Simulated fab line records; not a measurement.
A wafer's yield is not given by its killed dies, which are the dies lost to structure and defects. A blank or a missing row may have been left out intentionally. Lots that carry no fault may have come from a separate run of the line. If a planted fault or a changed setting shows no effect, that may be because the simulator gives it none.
Chamber matching    flow nand-harc    NHARC_P_M2_DESCUM_14 on rie-diel-07: 4 sister chambers
The step chemistry O2, time 3 s. 8 wafers are shown with their chamber, then 8 later ones without.

EACH WAFER AND ITS CHAMBER
wafer   chamber  drypump-motor-current-A (A)  oes-product-au (a.u.)
L074.6  1        5.6                          0.992
L075.2  1        5.5                          0.992
L089.1  2        5.4                          1.015
L089.4  2        5.5                          1.007
L091.1  0        6.3                          1.002
L091.3  3        6.0                          1.010
L091.4  3        6.0                          1.009
L092.2  0        6.3                          0.993

WAFERS WITHOUT THEIR CHAMBER
wafer   drypump-motor-current-A (A)  oes-product-au (a.u.)
L092.4  5.5                          1.000
L092.6  5.5                          0.993
L095.1  5.4                          1.008
L095.4  6.3                          0.991
L095.5  6.0                          1.007
L093.1  6.3                          1.005
L093.5  5.5                          0.997
L093.6  5.4                          1.002

THE CHAMBER EACH PASSED THROUGH
wafer   from the rows above      in truth
L092.4  can't be placed: 1 or 2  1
L092.6  1                        1
L095.1  2                        2
L095.4  0                        0
L095.5  3                        3
L093.1  0                        0
L093.5  can't be placed: 1 or 2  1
L093.6  can't be placed: 2 or 1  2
Correctly placed: 5 of 8. Can't be placed from these rows: 3 (the true chamber is among the candidates in 3). 0 placed wrongly.
How it was worked out, from the rows above alone: a wafer's distance from a chamber is the root of the sum, over the readings, of the square of ((its reading less the chamber's mean) divided by the reading's scatter). The wafer belongs to the nearest chamber; if the next one is less than 2 further off, it can't be placed. For every chamber, the mean is computed from those of its wafers that are shown. The scatter: take each reading less its chamber's mean, square it, sum over the shown wafers, divide by the number of wafers less the number of chambers, and take the root.
